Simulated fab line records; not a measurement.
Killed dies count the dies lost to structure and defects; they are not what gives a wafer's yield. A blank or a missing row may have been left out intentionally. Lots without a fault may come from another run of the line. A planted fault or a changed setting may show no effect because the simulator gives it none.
Comparing a struck lot with a sound one || flow nand harc || 21 out of 1302 route steps
Sound: wafers L666.4, L666.5, L666.6. Struck: wafers L676.2, L676.3, L676.6. The cause comes at the end.
Order at every step that has rows: each side's tool, ch and its chambers, its first start. Under that, the readings that differ: sound wafers || struck wafers || difference of the means || sigmas: that difference in standard deviations of wafers without a fault.
alike: readings whose means differ by less than 2 such deviations, and words and numbers that are the same on both sides. not compared: withheld readings, readings that some wafer has no value for, bounds like >300 that may hide the same value, and numbers for which the record gives no deviation and whose values overlap.
Wherever a step has rows on one side only, a row that says differs or no value, or a row with sigmas, the two part there. Numbers that don't overlap but have no deviation are shown without sigmas and don't part them. A reading that every wafer of one side lacks parts them only if that side has two wafers or more.

NHARC_A_BLC_CMP_25: polishes, t overpolish 30 s, target thk 150 nm.
  sound on cmp-04 ch 0,1,2, day 24 04:32; struck on cmp-03 ch 1,2, day 28 05:16
  alike: motor current A, overpolish run s, time to endpoint s
then, 1 step without rows for these wafers: NHARC_A_BLC_SRD_27.
NHARC_A_BLC_INSPECT_28:
  struck on defect inspect-01, day 28 05:41; sound on defect inspect-01, day 24 04:55
  alike: raw defect count
then, 8 steps without rows for these wafers: NHARC_A_M0_DEP_00 (deposits SiOC, target thk 150 nm); NHARC_A_M0_DEHYDRATE_01 (time 120 s); NHARC_A_M0_HMDS_02 (time 30 s); NHARC_A_M0_COAT_33 (time 65 s); NHARC_A_M0_COAT_03 (resist thk 90 nm); NHARC_A_M0_SOFTBAKE_04 (time 55 s); NHARC_A_M0_EBR_05; NHARC_A_M0_EXPOSE_06 (exposes mask A M0, target cd 80 nm).
NHARC_A_M0_PEB_07: peb time 65 s.
  sound on litho track-06 ch 0, day 24 06:18; struck on litho track-06 ch 0, day 28 06:22
{"reading": "heater power total W (W)", "sound": "156.0 156.1 157.2", "struck": "161.1 161.2 160.9", "difference": "+4.6", "sigmas": "+11"}
then, 1 step without rows for these wafers: NHARC_A_M0_DEVELOP_08 (develop time 35 s).
NHARC_A_M0_CD_MEAS_09 targets a cd of 80 nm.
  sound on cd sem-02 ch 0, day 24 06:23; struck on cd sem-03 ch 0, day 28 06:27
{"reading": "cd nm (nm)", "sound": "79.2 79.7 79.7", "struck": "76.9 77.2 77.0", "difference": -2.5, "sigmas": -4}
NHARC_A_M0_OVL_MEAS_10: pitch 160 nm.
  struck on overlay-02, day 28 06:32; sound on overlay-02, day 24 06:28
{"reading": "overlay x nm (nm)", "sound": "-0.1 0.1 -0.7", "struck": "2.9 2.3 2.4", "difference": "+2.8", "sigmas": "+3"}
  alike: overlay y nm
NHARC_A_M0_INSPECT_11:
  struck on defect inspect-01, day 28 06:35; sound on defect inspect-02, day 24 06:30
  alike: raw defect count
NHARC_A_M0_DESCUM_14: chemistry O2, time 3 s.
  sound on rie diel-07 ch 0,1,3, day 24 06:35; struck on rie diel-13 ch 0,1,3, day 28 06:39
{"reading": "model.A_M0.cd nm (nm)", "sound": "78.89 79.67 80.07", "struck": "77.88 77.02 77.5", "difference": -2.08, "sigmas": ""}
  alike: drypump motor current A, oes product au, rf vpp V, showerhead plenum p Torr, throttle valve pct
  not compared: rf hours counter h
NHARC_A_M0_ETCH_34: etches the open film in N2/H2, target depth 40 nm, overetch 12 nm, time 43.94 s.
  sound on rie diel-07 ch 0,2,3, day 24 06:40; struck on rie diel-13 ch 0,3, day 28 06:43
  alike: drypump motor current A, oes product au, rf vpp V, showerhead plenum p Torr, throttle valve pct
  not compared: rf hours counter h
NHARC_A_M0_ETCH_15: etches the open film in C4F8/Ar, target depth 150 nm, overetch 15 nm, time 82.5 s.
  sound on rie diel-07 ch 1,2,3; struck on rie diel-13 ch 0,1
{"reading": "oes product au (a.u.)", "sound": "0.921 0.902 0.909", "struck": "0.984 0.966 0.984", "difference": "+0.067", "sigmas": "+3"}
{"reading": "model.A_M0.cd nm (nm)", "sound": "78.92 79.58 79.78", "struck": "78.39 77.04 77.61", "difference": -1.75, "sigmas": ""}
  alike: rf vpp V
  not compared: rf hours counter h
NHARC_A_M0_CD_MEAS_16:
  struck on cd sem-03, day 28 06:56; sound on cd sem-01, day 24 06:52
{"reading": "cd nm (nm)", "sound": "79.0 79.5 80.0", "struck": "78.4 77.0 77.7", "difference": -1.8, "sigmas": -2}
NHARC_END_SORT_01:
  sound on prober-01 ch 0, day 25 22:40; struck on prober-02 ch 0, day 29 20:08
  alike: defect limited yield, killed at array, killed at other, killed at periphery, killed dies, killed open, killed short, sort_bin_2_pct, sort_bin_3_pct, sort_bin_4_pct, sort n pass, sort rim yield pct, sort yield pct

## WHERE THEY PART
First at NHARC_A_M0_PEB_07; last, within this record, at NHARC_A_M0_CD_MEAS_16. Later steps at which nothing parts them and some readings are alike: NHARC_END_SORT_01.

WHY: what had been put in by the simulator
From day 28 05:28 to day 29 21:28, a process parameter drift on litho track-06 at NHARC_A_M0_PEB_07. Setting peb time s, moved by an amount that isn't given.
